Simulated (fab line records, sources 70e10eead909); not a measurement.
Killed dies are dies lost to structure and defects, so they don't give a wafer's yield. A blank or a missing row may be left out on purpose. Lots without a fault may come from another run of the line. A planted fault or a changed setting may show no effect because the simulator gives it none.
Chamber matching | flow nand_harc | NHARC_A_STAIRCASE_DEP_325 on pecvd-01: 3 sister chambers
The step deposits SiO2, target thk 3800 nm. 3 wafers are shown with their chamber, then 7 later ones without.

WAFERS WITH THEIR CHAMBER
wafer  | chamber | heater_power_w (W)
L086.5 | 0       | 698
L087.1 | 1       | 614
L087.2 | 2       | 588

WAFERS WITHOUT THEIR CHAMBER
wafer  | heater_power_w (W)
L087.6 | 591
L093.3 | 591
L093.4 | 571
L093.5 | 711
L096.1 | 654
L096.3 | 576
L096.4 | 579

WHICH CHAMBER EACH WENT THROUGH
wafer  | from the rows above          | in truth
L087.6 | can't be placed: 2 or 1      | 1
L093.3 | can't be placed: 2 or 1      | 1
L093.4 | can't be placed: 2 or 1      | 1
L093.5 | 0                            | 0
L096.1 | can't be placed: 1 or 0 or 2 | 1
L096.3 | can't be placed: 2 or 1      | 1
L096.4 | can't be placed: 2 or 1      | 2
Placed correctly: 1 of 7. Can't be placed from these rows: 6 (the true chamber is among the candidates in 6). Placed wrongly: 0.
How it was worked out, from the rows above alone: a wafer's distance from a chamber is the root of the sum, over the readings, of the square of ((its reading less the chamber's mean) divided by the reading's scatter). The wafer belongs to the nearest chamber; if the next one is less than 2 further off, it can't be placed. A chamber's mean is the mean of its shown wafers. The scatter: with one shown wafer a chamber, the root of the mean of the squares of how far each hidden wafer lies from its nearest shown one.
